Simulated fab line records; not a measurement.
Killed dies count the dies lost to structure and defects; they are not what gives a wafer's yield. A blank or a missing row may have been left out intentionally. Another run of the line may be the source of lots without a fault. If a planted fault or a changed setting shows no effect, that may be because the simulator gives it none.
Chamber matching | flow nand harc | NHARC_A_CHANNEL_HOLE_D1_DEP_01 on pecvd-02: 3 sister chambers
The step deposits SiON, target thk 140 nm. 18 wafers are shown with their chamber, then 9 later ones without.

== WAFERS PAIRED WITH THEIR CHAMBERS ==
wafer  | chamber | heater power w (W)
L074.3 | 2       | 667
L074.4 | 1       | 850
L074.6 | 2       | 683
L078.1 | 1       | 791
L078.3 | 2       | 752
L078.4 | 1       | 789
L079.1 | 0       | 667
L079.5 | 2       | 656
L079.6 | 1       | 757
L080.2 | 2       | 708
L080.3 | 0       | 637
L080.6 | 1       | 724
L085.1 | 1       | 835
L085.2 | 2       | 621
L085.3 | 0       | 621
L085.4 | 1       | 845
L085.5 | 0       | 628
L085.6 | 2       | 625

SIGNATURES (means of the wafers above)
reading        | chamber 0 | chamber 1 | chamber 2 | scatter within a chamber
heater power w | 638.25    | 798.71    | 673.14    | 43
Rule: for each reading, subtract the chamber's mean from the wafer's reading, divide by that reading's scatter and square the result; add these up over the readings and take the root, which gives the wafer's distance from the chamber. The wafer belongs to the nearest chamber; if the next one is less than 2 further off, it can't be placed. The scatter: take each reading less its chamber's mean, square it, sum over the shown wafers, divide by the number of wafers less the number of chambers, and take the root.

== WAFERS WHOSE CHAMBER IS MISSING ==
wafer  | heater power w (W)
L087.2 | 706
L087.3 | 667
L087.6 | 719
L090.1 | 714
L090.3 | 653
L090.5 | 666
L095.1 | 693
L095.4 | 640
L095.6 | 808

== WHICH CHAMBER EACH ONE RAN IN ==
wafer  | from the rows above          | in truth
L087.2 | can't be placed: 2 or 0 or 1 | 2
L087.3 | can't be placed: 2 or 0      | 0
L087.6 | can't be placed: 2 or 1 or 0 | 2
L090.1 | can't be placed: 2 or 0 or 1 | 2
L090.3 | can't be placed: 0 or 2      | 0
L090.5 | can't be placed: 2 or 0      | 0
L095.1 | can't be placed: 2 or 0 or 1 | 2
L095.4 | can't be placed: 0 or 2      | 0
L095.6 | 1                            | 1
Correctly placed: 1 of 9. Cannot be placed on the basis of these rows: 8; the candidates contain the true chamber in 8. Placed wrongly: 0.
